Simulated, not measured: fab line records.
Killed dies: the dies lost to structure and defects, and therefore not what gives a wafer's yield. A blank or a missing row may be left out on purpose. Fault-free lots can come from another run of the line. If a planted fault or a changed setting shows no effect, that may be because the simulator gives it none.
Code-filled problem report in 8D (eight disciplines) form -- flow n5-finfet -- the parts of the form that need people (team, actions taken, sign-off) are left out

== 1. THE PROBLEM ==
At N5_BEOL_M12_ETCH_59, h2-flow-sccm averages 179.0 sccm over 3 wafers from 2 lots, while fault-free wafers read 200.0 sccm, standard deviation 0.6. Measured from the usual mean, that is -35 standard deviations.
The step: etches BARC in N2/H2, target depth 89 nm, overetch 26.7 nm, time 67.9 s.
The first sign was on wafer L868.1 at day 12 16:01, on rie-diel-01. Wafers with a number at this step in the record: 17, from 6 lots. Rule for "out" (also "out of limits"): further than 4 standard deviations from the usual mean. The other wafers with a number count as sound.

== 2. WHAT IT IS; WHAT IT IS NOT ==
question,is,is not
which readings at this step,h2-flow-sccm,"drypump-motor-current-A, oes-product-au, rf-vpp-V, showerhead-plenum-p-Torr"
which lots,"L868, L872","L869, L877, L882, L883"
which wafers of those lots,"L868.1, L868.6, L872.4","L868.5, L872.1, L872.2"
read on which tools,rie-diel-01,rie-diel-05
when,from day 12 16:01,"up to then (4 sound wafers); but 10 sound wafers of L872, L877, L882, L883 came after"

== 3. WHAT RULES OUT EACH SUSPECT ==
Counting: a tool at a process step up to the reading stays a suspect if it ran every lot that is out. Sound lots after the first of them don't rule it out here, since some wafers of a struck lot are sound.
- rie-diel-01 at N5_BEOL_M12_DESCUM_15 (chemistry O2, time 7.9 s): kept. It processed each lot that is out (first: L868, day 12 15:59); up to then, its last sound lot is L869 (day 12 00:46).
- rie-diel-01 at N5_BEOL_M12_ETCH_59 (etches BARC in N2/H2, target depth 89 nm, overetch 26.7 nm, time 67.9 s): kept. It processed each lot that is out (first: L868, day 12 16:01); up to then, its last sound lot is L869 (day 12 00:48). Out on those wafers are its own readings of h2-flow-sccm.
- Within rie-diel-01 at N5_BEOL_M12_DESCUM_15: the wafers that are out ran in chamber 0; their sound lot-mates ran in chambers 1, 3.
- Within rie-diel-01 at N5_BEOL_M12_ETCH_59: the wafers that are out ran in chamber 0; their sound lot-mates ran in chambers 1, 3.
Remaining after the count are rie-diel-01 at N5_BEOL_M12_DESCUM_15 and rie-diel-01 at N5_BEOL_M12_ETCH_59.

== 4. THE CAUSE (what the simulator had put in) ==
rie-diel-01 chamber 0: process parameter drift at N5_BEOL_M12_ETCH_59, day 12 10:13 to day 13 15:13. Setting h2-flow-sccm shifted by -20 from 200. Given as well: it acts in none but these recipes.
This tool is one of the 2 suspects left after counting.

== 5. THE CHAIN OF EFFECTS, in route order ==
One row per reading whose mean, taken over the struck wafers that have a number, lies over 3 standard deviations from the usual. Only readings for which the record gives a usual standard deviation are gone through. hours: the time from each lot's start at the first step in this table that gives one to its start at this step, as a median over the lots. sigmas: the change in usual standard deviations.
hours,step,reading,usual,on struck wafers,change,sigmas
0,N5_BEOL_M12_ETCH_59,h2-flow-sccm,200.0 sccm,179.0,-21.0,-35
Process steps it contains:
- N5_BEOL_M12_ETCH_59: etches BARC in N2/H2, target depth 89 nm, overetch 26.7 nm, time 67.9 s.

== 6. WHAT WOULD HAVE CAUGHT IT SOONER ==
In this record the first reading out of limits was taken at day 12 16:01, 6 hours after the fault began at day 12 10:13.
